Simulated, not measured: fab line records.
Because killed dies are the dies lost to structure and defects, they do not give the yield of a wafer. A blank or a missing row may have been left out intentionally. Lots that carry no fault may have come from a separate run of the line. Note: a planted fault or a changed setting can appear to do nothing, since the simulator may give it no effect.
Split-lot study / flow n5Finfet / 7 lots, 39 wafers read, on a route of 1938 steps

THE SPLIT
At N5_ZERO_LAYER_PECVD_02 (deposits SiO2 from SiH4/N2O, target thk 10 nm, time 6 s), the setting timeS was moved away from the recipe's 6 s on 18 of the 39 wafers read, by -59.4% to +57.6%. This setting was run at the recipe's value on the other wafers.

Reading taken at the split's own step.

THE READING
SiO2_of_ZERO_LAYER_PECVD_02.thkNm (the simulator's own value, which no gauge read), in nm, at N5_ZERO_LAYER_PECVD_02 (deposits SiO2 from SiH4/N2O, target thk 10 nm, time 6 s). There is no usual value for it anywhere in the file. Here, 21 wafers ran the recipe; their average is 9.996 nm with a standard deviation of 0.19 nm.

wafer=L074.1; tool, chamber at the split=pecvd-02, 2; timeS as run, s=6; against the recipe=recipe; SiO2_of_ZERO_LAYER_PECVD_02.thkNm, nm=9.634; against lot-mates on the recipe=-
wafer=L074.2; tool, chamber at the split=pecvd-02, 2; timeS as run, s=7.266; against the recipe=+21.1%; SiO2_of_ZERO_LAYER_PECVD_02.thkNm, nm=11.88; against lot-mates on the recipe=+2.160
wafer=L074.3; tool, chamber at the split=pecvd-02, 2; timeS as run, s=7.266; against the recipe=+21.1%; SiO2_of_ZERO_LAYER_PECVD_02.thkNm, nm=11.92; against lot-mates on the recipe=+2.200
wafer=L074.4; tool, chamber at the split=pecvd-02, 2; timeS as run, s=6; against the recipe=recipe; SiO2_of_ZERO_LAYER_PECVD_02.thkNm, nm=9.712; against lot-mates on the recipe=-
wafer=L074.5; tool, chamber at the split=pecvd-02, 2; timeS as run, s=6; against the recipe=recipe; SiO2_of_ZERO_LAYER_PECVD_02.thkNm, nm=9.813; against lot-mates on the recipe=-
wafer=L074.6; tool, chamber at the split=pecvd-02, 2; timeS as run, s=7.266; against the recipe=+21.1%; SiO2_of_ZERO_LAYER_PECVD_02.thkNm, nm=11.9; against lot-mates on the recipe=+2.180
wafer=L077.1; tool, chamber at the split=pecvd-02, 1; timeS as run, s=6; against the recipe=recipe; SiO2_of_ZERO_LAYER_PECVD_02.thkNm, nm=9.892; against lot-mates on the recipe=-
wafer=L077.2; tool, chamber at the split=pecvd-02, 2; timeS as run, s=6; against the recipe=recipe; SiO2_of_ZERO_LAYER_PECVD_02.thkNm, nm=9.926; against lot-mates on the recipe=-
wafer=L077.3; tool, chamber at the split=pecvd-02, 0; timeS as run, s=6; against the recipe=recipe; SiO2_of_ZERO_LAYER_PECVD_02.thkNm, nm=10.05; against lot-mates on the recipe=-
wafer=L078.1; tool, chamber at the split=pecvd-01, 1; timeS as run, s=6; against the recipe=recipe; SiO2_of_ZERO_LAYER_PECVD_02.thkNm, nm=9.957; against lot-mates on the recipe=-
wafer=L078.2; tool, chamber at the split=pecvd-01, 0; timeS as run, s=8.381; against the recipe=+39.7%; SiO2_of_ZERO_LAYER_PECVD_02.thkNm, nm=13.87; against lot-mates on the recipe=+3.764
wafer=L078.3; tool, chamber at the split=pecvd-01, 1; timeS as run, s=8.381; against the recipe=+39.7%; SiO2_of_ZERO_LAYER_PECVD_02.thkNm, nm=14.06; against lot-mates on the recipe=+3.954
wafer=L078.4; tool, chamber at the split=pecvd-01, 0; timeS as run, s=8.381; against the recipe=+39.7%; SiO2_of_ZERO_LAYER_PECVD_02.thkNm, nm=14.16; against lot-mates on the recipe=+4.054
wafer=L078.5; tool, chamber at the split=pecvd-01, 1; timeS as run, s=6; against the recipe=recipe; SiO2_of_ZERO_LAYER_PECVD_02.thkNm, nm=10.22; against lot-mates on the recipe=-
wafer=L078.6; tool, chamber at the split=pecvd-01, 0; timeS as run, s=6; against the recipe=recipe; SiO2_of_ZERO_LAYER_PECVD_02.thkNm, nm=10.14; against lot-mates on the recipe=-
wafer=L084.1; tool, chamber at the split=pecvd-01, 2; timeS as run, s=6; against the recipe=recipe; SiO2_of_ZERO_LAYER_PECVD_02.thkNm, nm=10.08; against lot-mates on the recipe=-
wafer=L084.2; tool, chamber at the split=pecvd-01, 0; timeS as run, s=9.454; against the recipe=+57.6%; SiO2_of_ZERO_LAYER_PECVD_02.thkNm, nm=15.65; against lot-mates on the recipe=+5.520
wafer=L084.3; tool, chamber at the split=pecvd-01, 1; timeS as run, s=6; against the recipe=recipe; SiO2_of_ZERO_LAYER_PECVD_02.thkNm, nm=10.06; against lot-mates on the recipe=-
wafer=L084.4; tool, chamber at the split=pecvd-01, 0; timeS as run, s=9.454; against the recipe=+57.6%; SiO2_of_ZERO_LAYER_PECVD_02.thkNm, nm=15.94; against lot-mates on the recipe=+5.810
wafer=L084.5; tool, chamber at the split=pecvd-01, 1; timeS as run, s=9.454; against the recipe=+57.6%; SiO2_of_ZERO_LAYER_PECVD_02.thkNm, nm=16.04; against lot-mates on the recipe=+5.910
wafer=L084.6; tool, chamber at the split=pecvd-01, 2; timeS as run, s=6; against the recipe=recipe; SiO2_of_ZERO_LAYER_PECVD_02.thkNm, nm=10.25; against lot-mates on the recipe=-
wafer=L086.1; tool, chamber at the split=pecvd-04, 0; timeS as run, s=2.678; against the recipe=-55.4%; SiO2_of_ZERO_LAYER_PECVD_02.thkNm, nm=4.464; against lot-mates on the recipe=-5.567
wafer=L086.2; tool, chamber at the split=pecvd-04, 2; timeS as run, s=6; against the recipe=recipe; SiO2_of_ZERO_LAYER_PECVD_02.thkNm, nm=9.965; against lot-mates on the recipe=-
wafer=L086.3; tool, chamber at the split=pecvd-04, 1; timeS as run, s=2.678; against the recipe=-55.4%; SiO2_of_ZERO_LAYER_PECVD_02.thkNm, nm=4.354; against lot-mates on the recipe=-5.677
wafer=L086.4; tool, chamber at the split=pecvd-04, 1; timeS as run, s=2.678; against the recipe=-55.4%; SiO2_of_ZERO_LAYER_PECVD_02.thkNm, nm=4.442; against lot-mates on the recipe=-5.589
wafer=L086.5; tool, chamber at the split=pecvd-04, 0; timeS as run, s=6; against the recipe=recipe; SiO2_of_ZERO_LAYER_PECVD_02.thkNm, nm=9.949; against lot-mates on the recipe=-
wafer=L086.6; tool, chamber at the split=pecvd-04, 2; timeS as run, s=6; against the recipe=recipe; SiO2_of_ZERO_LAYER_PECVD_02.thkNm, nm=10.18; against lot-mates on the recipe=-
wafer=L094.1; tool, chamber at the split=pecvd-02, 1; timeS as run, s=2.435; against the recipe=-59.4%; SiO2_of_ZERO_LAYER_PECVD_02.thkNm, nm=3.895; against lot-mates on the recipe=-5.916
wafer=L094.2; tool, chamber at the split=pecvd-02, 2; timeS as run, s=6; against the recipe=recipe; SiO2_of_ZERO_LAYER_PECVD_02.thkNm, nm=9.725; against lot-mates on the recipe=-
wafer=L094.3; tool, chamber at the split=pecvd-02, 0; timeS as run, s=2.435; against the recipe=-59.4%; SiO2_of_ZERO_LAYER_PECVD_02.thkNm, nm=3.953; against lot-mates on the recipe=-5.858
wafer=L094.4; tool, chamber at the split=pecvd-02, 0; timeS as run, s=6; against the recipe=recipe; SiO2_of_ZERO_LAYER_PECVD_02.thkNm, nm=9.811; against lot-mates on the recipe=-
wafer=L094.5; tool, chamber at the split=pecvd-02, 2; timeS as run, s=6; against the recipe=recipe; SiO2_of_ZERO_LAYER_PECVD_02.thkNm, nm=9.898; against lot-mates on the recipe=-
wafer=L094.6; tool, chamber at the split=pecvd-02, 1; timeS as run, s=2.435; against the recipe=-59.4%; SiO2_of_ZERO_LAYER_PECVD_02.thkNm, nm=3.777; against lot-mates on the recipe=-6.034
wafer=L095.1; tool, chamber at the split=pecvd-01, 1; timeS as run, s=7.245; against the recipe=+20.8%; SiO2_of_ZERO_LAYER_PECVD_02.thkNm, nm=12.18; against lot-mates on the recipe=+1.960
wafer=L095.2; tool, chamber at the split=pecvd-01, 2; timeS as run, s=7.245; against the recipe=+20.8%; SiO2_of_ZERO_LAYER_PECVD_02.thkNm, nm=12; against lot-mates on the recipe=+1.780
wafer=L095.3; tool, chamber at the split=pecvd-01, 2; timeS as run, s=7.245; against the recipe=+20.8%; SiO2_of_ZERO_LAYER_PECVD_02.thkNm, nm=12.43; against lot-mates on the recipe=+2.210
wafer=L095.4; tool, chamber at the split=pecvd-01, 1; timeS as run, s=6; against the recipe=recipe; SiO2_of_ZERO_LAYER_PECVD_02.thkNm, nm=10.19; against lot-mates on the recipe=-
wafer=L095.5; tool, chamber at the split=pecvd-01, 1; timeS as run, s=6; against the recipe=recipe; SiO2_of_ZERO_LAYER_PECVD_02.thkNm, nm=10.09; against lot-mates on the recipe=-
wafer=L095.6; tool, chamber at the split=pecvd-01, 2; timeS as run, s=6; against the recipe=recipe; SiO2_of_ZERO_LAYER_PECVD_02.thkNm, nm=10.38; against lot-mates on the recipe=-

FIT RESULTS
A straight line over all 39 wafers: SiO2_of_ZERO_LAYER_PECVD_02.thkNm changes by +0.102 nm for each +1% of timeS; r = +1.00; the points scatter about the line by 0.18 nm.
The same after taking each lot's own level away (the mean of its wafers on the recipe; 39 wafers): +0.1 nm for each +1%; r = +1.00; scatter 0.11 nm.
That fit puts the effect of the largest move of timeS on the reading at 5.9 nm.
Across the lots, their own levels run from 9.7197 to 10.2200 nm, a range of 2.6 times the standard deviation given above.
Consequently the slope shifts little with the lot-to-lot level, the two slopes agreeing.
Check: -5.97 nm against its lot-mates is what the line predicts for one of the wafers moved furthest among these (-59.4%) when that wafer is left out of the fit. It came out at -5.92 nm against them.

THE FILE'S OWN FIT
SiO2_of_ZERO_LAYER_PECVD_02.thkNm changes by +0.1 nm for each +1% of timeS, r = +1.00.
